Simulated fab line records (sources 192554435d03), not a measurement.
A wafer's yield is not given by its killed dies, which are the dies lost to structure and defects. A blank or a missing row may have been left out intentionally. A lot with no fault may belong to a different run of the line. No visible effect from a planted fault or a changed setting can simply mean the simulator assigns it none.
Which tool is to blame? + flow n5_finfet + 24 lots with 72 wafers sampled at 3 steps, on a route of 1938 steps

## WHAT EACH GAUGE READ, for each wafer
N5_FIN_CUT_INSPECT_17: inspects for defects (brightfield). Usual: raw_defect_count reads 240 (standard deviation 70).
| lot  | measured    | on                | raw_defect_count | flag |
|------|-------------|-------------------|------------------|------|
| L074 | day 2 03:43 | defect_inspect-01 | 248 219 254      |      |
| L075 | day 2 09:29 | defect_inspect-02 | 310 316 257      |      |
| L076 | day 2 16:05 | defect_inspect-02 | 329 309 170      |      |
| L077 | day 2 22:07 | defect_inspect-02 | 231 317 309      |      |
| L078 | day 3 03:25 | defect_inspect-01 | 222 249 211      |      |
| L079 | day 3 09:05 | defect_inspect-02 | 248 330 257      |      |
| L080 | day 3 16:23 | defect_inspect-01 | 211 233 158      |      |
| L081 | day 3 21:05 | defect_inspect-02 | 332 172 201      |      |
| L082 | day 4 03:20 | defect_inspect-01 | 190 191 198      |      |
| L083 | day 4 09:31 | defect_inspect-01 | 238 155 313      |      |
| L084 | day 4 14:55 | defect_inspect-01 | 204 187 218      |      |
| L085 | day 4 21:38 | defect_inspect-01 | 214 287 236      |      |
| L086 | day 5 04:05 | defect_inspect-02 | 300 566 187      |      |
| L087 | day 5 10:30 | defect_inspect-01 | 238 211 190      |      |
| L088 | day 5 15:19 | defect_inspect-02 | 153 146 254      |      |
| L089 | day 6 00:08 | defect_inspect-02 | 241 260 294      |      |
| L090 | day 6 06:08 | defect_inspect-01 | 257 377 216      |      |
| L091 | day 6 09:30 | defect_inspect-02 | 203 179 184      |      |
| L093 | day 7 00:38 | defect_inspect-02 | 208 155 141      |      |
| L092 | day 7 01:34 | defect_inspect-02 | 197 169 247      |      |
| L094 | day 7 04:56 | defect_inspect-02 | 128 185 215      |      |
| L095 | day 7 09:23 | defect_inspect-01 | 302 213 280      |      |
| L096 | day 7 16:01 | defect_inspect-02 | 186 230 228      |      |
| L097 | day 7 21:38 | defect_inspect-01 | 156 184 165      |      |

## EACH LOT AND THE TOOL THAT RAN IT (in order: tool; ch and the chambers of the sampled wafers; start)
| lot  | N5_FIN_SAQP_HM_OPEN_33            | N5_FIN_SAQP_HM_CD_35   |
|------|-----------------------------------|------------------------|
| L074 | rie_diel-04 ch 0,1,2, day 2 01:33 | cd_sem-02, day 2 01:46 |
| L075 | rie_diel-04 ch 0,1,3, day 2 07:29 | cd_sem-03, day 2 07:42 |
| L076 | rie_diel-05 ch 0,3, day 2 13:56   | cd_sem-03, day 2 14:09 |
| L077 | rie_diel-02 ch 0,2, day 2 20:07   | cd_sem-02, day 2 20:20 |
| L078 | rie_diel-05 ch 0,2,3, day 3 01:24 | cd_sem-02, day 3 01:37 |
| L079 | rie_diel-02 ch 0,2, day 3 07:12   | cd_sem-03, day 3 07:25 |
| L080 | rie_diel-04 ch 0,2,3, day 3 14:11 | cd_sem-02, day 3 14:25 |
| L081 | rie_diel-05 ch 1,2, day 3 19:08   | cd_sem-03, day 3 19:21 |
| L082 | rie_diel-02 ch 1,2,3, day 4 01:21 | cd_sem-01, day 4 01:34 |
| L083 | rie_diel-04 ch 0,2,3, day 4 07:38 | cd_sem-03, day 4 07:51 |
| L084 | rie_diel-04 ch 1,3, day 4 13:02   | cd_sem-03, day 4 13:16 |
| L085 | rie_diel-05 ch 2,3, day 4 19:35   | cd_sem-03, day 4 19:49 |
| L086 | rie_diel-02 ch 0,1,2, day 5 02:04 | cd_sem-01, day 5 02:17 |
| L087 | rie_diel-04 ch 1,2, day 5 08:28   | cd_sem-03, day 5 08:41 |
| L088 | rie_diel-05 ch 0,2,3, day 5 13:26 | cd_sem-02, day 5 13:40 |
| L089 | rie_diel-05 ch 1,2,3, day 5 21:30 | cd_sem-03, day 5 21:43 |
| L090 | rie_diel-02 ch 0,2, day 6 03:36   | cd_sem-02, day 6 03:49 |
| L091 | rie_diel-02 ch 0,2, day 6 07:22   | cd_sem-02, day 6 07:35 |
| L093 | rie_diel-05 ch 1,2,3, day 6 22:46 | cd_sem-02, day 6 22:59 |
| L092 | rie_diel-05 ch 0,1,3, day 6 23:20 | cd_sem-01, day 6 23:33 |
| L094 | rie_diel-02 ch 1,2, day 7 02:36   | cd_sem-01, day 7 02:49 |
| L095 | rie_diel-02 ch 0,1,3, day 7 07:31 | cd_sem-03, day 7 07:43 |
| L096 | rie_diel-02 ch 0,1, day 7 13:58   | cd_sem-01, day 7 14:11 |
| L097 | rie_diel-02 ch 0,1, day 7 19:37   | cd_sem-03, day 7 19:50 |
- N5_FIN_SAQP_HM_OPEN_33: chemistry CH3F/O2, target SiNx, target depth 49.4 nm, time 70.6 s.
- N5_FIN_SAQP_HM_CD_35: target cd 8 nm.

## WHAT THE TOOLS THEMSELVES READ (means of the sampled wafers that have a number; where no wafer has one, the mark that the record gives instead)
N5_FIN_SAQP_HM_OPEN_33. Usual: bias_w 73.00 W, standard deviation 0.22; drypump_motor_current_A 5.8 A, standard deviation 0.45; etch_rf_on_time_s 69.9 s, standard deviation 1.4; oes_product_au 0.68 a.u., standard deviation 0.086; rf_vpp_V 299 V, standard deviation 5.9; showerhead_plenum_p_Torr 2.02 Torr, standard deviation 0.068; throttle_valve_pct 16.26 %, standard deviation 0.22.
| lot  | tool        | bias_w (W) | drypump_motor_current_A (A) | etch_rf_on_time_s (s) | oes_product_au (a.u.) | rf_vpp_V (V) | showerhead_plenum_p_Torr (Torr) | throttle_valve_pct (%) | flag |
|------|-------------|------------|-----------------------------|-----------------------|-----------------------|--------------|---------------------------------|------------------------|------|
| L074 | rie_diel-04 | 73.00      | 5.4                         | 68.4                  | 0.60                  | 303          | 2.00                            | 16.33                  |      |
| L075 | rie_diel-04 | 72.77      | 5.7                         | 70.7                  | 0.60                  | 302          | 2.03                            | 16.29                  |      |
| L076 | rie_diel-05 | 73.13      | 5.4                         | 70.6                  | 0.57                  | 295          | 1.91                            | 16.56                  |      |
| L077 | rie_diel-02 | 73.22      | 6.1                         | 69.7                  | 0.72                  | 294          | 2.05                            | 16.06                  |      |
| L078 | rie_diel-05 | 73.02      | 5.8                         | 70.3                  | 0.59                  | 294          | 1.98                            | 16.59                  |      |
| L079 | rie_diel-02 | 73.02      | 6.1                         | 71.4                  | 0.71                  | 295          | 2.05                            | 16.06                  |      |
| L080 | rie_diel-04 | 73.03      | 5.8                         | 70.4                  | 0.61                  | 302          | 2.01                            | 16.28                  |      |
| L081 | rie_diel-05 | 73.04      | 6.2                         | 70.6                  | 0.68                  | 294          | 2.04                            | 16.50                  |      |
| L082 | rie_diel-02 | 72.92      | 5.7                         | 69.6                  | 0.71                  | 298          | 2.06                            | 16.13                  |      |
| L083 | rie_diel-04 | 73.19      | 5.8                         | 68.8                  | 0.62                  | 301          | 2.01                            | 16.29                  |      |
| L084 | rie_diel-04 | 72.93      | 5.7                         | 69.1                  | 0.77                  | 302          | 2.05                            | 16.14                  |      |
| L085 | rie_diel-05 | 73.11      | 5.7                         | 69.1                  | 0.76                  | 297          | 2.12                            | 16.33                  |      |
| L086 | rie_diel-02 | 73.11      | 5.8                         | 70.7                  | 0.71                  | 298          | 2.01                            | 16.13                  |      |
| L087 | rie_diel-04 | 72.81      | 5.6                         | 68.6                  | 0.68                  | 300          | 1.99                            | 16.34                  |      |
| L088 | rie_diel-05 | 73.16      | 5.9                         | 69.2                  | 0.74                  | 296          | 2.06                            | 16.31                  |      |
| L089 | rie_diel-05 | 73.00      | 5.8                         | 69.4                  | 0.72                  | 296          | 2.05                            | 16.36                  |      |
| L090 | rie_diel-02 | 72.99      | 6.1                         | 70.9                  | 0.69                  | 295          | 2.04                            | 16.11                  |      |
| L091 | rie_diel-02 | 72.90      | 5.9                         | 71.5                  | 0.66                  | 301          | 1.97                            | 16.20                  |      |
| L093 | rie_diel-05 | 72.94      | 5.8                         | 69.0                  | 0.71                  | 296          | 2.05                            | 16.38                  |      |
| L092 | rie_diel-05 | 73.13      | 5.6                         | 67.8                  | 0.77                  | 297          | 2.01                            | 16.18                  |      |
| L094 | rie_diel-02 | 72.78      | 5.5                         | 71.5                  | 0.73                  | 295          | 2.05                            | 16.10                  |      |
| L095 | rie_diel-02 | 72.74      | 5.6                         | 69.9                  | 0.72                  | 304          | 1.99                            | 16.11                  |      |
| L096 | rie_diel-02 | 73.00      | 5.4                         | 70.5                  | 0.71                  | 300          | 1.99                            | 16.20                  |      |
| L097 | rie_diel-02 | 72.78      | 5.4                         | 70.5                  | 0.70                  | 300          | 1.99                            | 16.20                  |      |

N5_FIN_SAQP_HM_CD_35. Usual: cd_nm reads 8.09 nm (standard deviation 0.24).
| lot  | tool      | cd_nm (nm) | flag |
|------|-----------|------------|------|
| L074 | cd_sem-02 | 8.17       |      |
| L075 | cd_sem-03 | 8.18       |      |
| L076 | cd_sem-03 | 8.07       |      |
| L077 | cd_sem-02 | 8.32       |      |
| L078 | cd_sem-02 | 8.05       |      |
| L079 | cd_sem-03 | 8.21       |      |
| L080 | cd_sem-02 | 8.08       |      |
| L081 | cd_sem-03 | 8.09       |      |
| L082 | cd_sem-01 | 7.98       |      |
| L083 | cd_sem-03 | 8.06       |      |
| L084 | cd_sem-03 | 8.25       |      |
| L085 | cd_sem-03 | 8.26       |      |
| L086 | cd_sem-01 | 7.82       |      |
| L087 | cd_sem-03 | 8.18       |      |
| L088 | cd_sem-02 | 8.29       |      |
| L089 | cd_sem-03 | 7.93       |      |
| L090 | cd_sem-02 | 8.16       |      |
| L091 | cd_sem-02 | 8.05       |      |
| L093 | cd_sem-02 | 8.20       |      |
| L092 | cd_sem-01 | 7.97       |      |
| L094 | cd_sem-01 | 8.03       |      |
| L095 | cd_sem-03 | 8.23       |      |
| L096 | cd_sem-01 | 8.13       |      |
| L097 | cd_sem-03 | 8.12       |      |

## THE ANSWER, worked out from the rows above alone
Rule: a lot counts as off when the mean over its wafers that have a number is more than 3 standard deviations away from the usual mean. Also off: a lot with no number at a reading for which 4 or more lots have one. Any other lot the step has rows for is counted as sound. The gauges are gone through in route order, then the tools' own readings, and for those a lot's mean is taken as printed above. The first step at which some lot is off is used, and at that step the reading that is off furthest; a lot without a number counts as furthest.
Nothing can be told from this: no lot is off at any reading shown.

## WHAT WAS PUT IN BY THE SIMULATOR
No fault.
